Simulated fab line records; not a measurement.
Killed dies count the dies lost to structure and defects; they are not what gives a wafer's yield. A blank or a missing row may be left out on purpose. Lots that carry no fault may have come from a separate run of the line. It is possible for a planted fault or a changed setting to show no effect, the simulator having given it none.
3 desks, one fault :: flow n5Finfet :: numbers are kept per desk, each desk with only its own; the story behind them comes last
Where a reading is given only as a bound, like >300, the bound stands for it, and a mean or a difference that rests on one is marked > or <: the true number lies beyond.

## FROM THE METROLOGY DESK
What the gauges read for every lot (on any tool): the sampled wafers with a number, averaged. Any lot whose mean is over 4 standard deviations away from the usual mean is out of limits and marked OUT; that distance is given in the brackets. 7 of its 10 readings are shown, namely those furthest out on some lot.
Columns: A = DIBL_P at N5_BEOL_M4_RC_MEAS_101, usual 37.0 mV/V; B = IOFF_N at N5_BEOL_M4_RC_MEAS_101, usual 0.18 nA/um; C = ION_P at N5_BEOL_M4_RC_MEAS_101, usual 466 uA/um; D = SS_N at N5_BEOL_M4_RC_MEAS_101, usual 71.7 mV/dec; E = SS_P at N5_BEOL_M4_RC_MEAS_101, usual 73.5 mV/dec; F = VT_N at N5_BEOL_M4_RC_MEAS_101, usual 248 mV; G = VT_P at N5_BEOL_M4_RC_MEAS_101, usual -249 mV
lot: L870
first seen here: day 9 11:20
A: 35.5
B: 0.15
C: 467
D: 71.6
E: 73.2
F: 250
G: -249

lot: L868
first seen here: day 9 11:44
A: 38.0
B: 0.16
C: 461
D: 72.2
E: 73.0
F: 251
G: -253

lot: L886
first seen here: day 13 10:54
A: 36.7
B: 0.18
C: 473
D: 71.7
E: 73.1
F: 245
G: -246
Finding of this desk: none of the 3 lots has anything out of limits.

## FOR THE TOOL OWNER'S DESK: pecvd-04
The tool's own readings at N5_BEOL_M0_SAQP_PECVD_97 (deposits SiNx from SiH4/NH3/N2, target thk 23 nm, time 19.9 s): means of the sampled wafers that have a number, for each lot that ran on this tool. Any lot whose mean is over 4 standard deviations away from the usual mean is out of limits and marked OUT; that distance is given in the brackets.
Columns: A = heaterPowerW at N5_BEOL_M0_SAQP_PECVD_97, usual 555 W; B = showerheadPlenumPTorr at N5_BEOL_M0_SAQP_PECVD_97, usual 5.16 Torr; C = susceptorTempC at N5_BEOL_M0_SAQP_PECVD_97, usual 350.02 C; D = throttleValvePct at N5_BEOL_M0_SAQP_PECVD_97, usual 40.7 %
lot: L868
first seen here: day 6 17:50
A: 511
B: 5.16
C: 349.99
D: 41.0

lot: L870
first seen here: day 7 05:58
A: 485
B: 5.15
C: 350.02
D: 41.0
Finding of this desk: none of the 2 lots has anything out of limits.

## THE DEFECT DESK
Per lot, the means of the sampled wafers with a number show what the inspections along the route counted. Any lot whose mean is over 4 standard deviations away from the usual mean is out of limits and marked OUT; that distance is given in the brackets.
Columns: A = rawDefectCount at N5_BEOL_M0_SAQP_INSPECT_16, usual 513; B = rawDefectCount at N5_BEOL_M0_SAQP_INSPECT_42, usual 320; C = rawDefectCount at N5_BEOL_M0_CUTY_INSPECT_59, usual 2.2
lot: L868
first seen here: day 6 18:30
A: 464
B: 259
C: 1.3

lot: L870
first seen here: day 7 06:31
A: 730
B: 618
C: >101 (>+71) OUT

lot: L886
first seen here: day 11 10:45
A: 566
B: 273
C: 1.7
This desk's verdict: out of limits on L870, starting with L870 at day 7 13:16 (rawDefectCount at N5_BEOL_M0_CUTY_INSPECT_59). L868, L886 stayed within limits.

## ALL TOGETHER
The defect desk could have raised an alarm at day 7 13:16, on L870.
Metrology desk: nothing out of limits seen.
The tool owner's desk saw nothing out of limits.
The metrology desk holds a record of L870, inside its limits.
On record at the tool owner's desk: L870, within its limits.
On pecvd-04, each named lot ran N5_BEOL_M0_SAQP_PECVD_97.

## WHAT HAD BEEN PUT IN BY THE SIMULATOR
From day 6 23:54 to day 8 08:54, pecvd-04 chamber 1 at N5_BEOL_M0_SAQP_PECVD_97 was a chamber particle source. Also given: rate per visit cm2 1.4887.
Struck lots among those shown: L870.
Hours from the fault's start to each desk's first reading out of limits: the defect desk, 13.
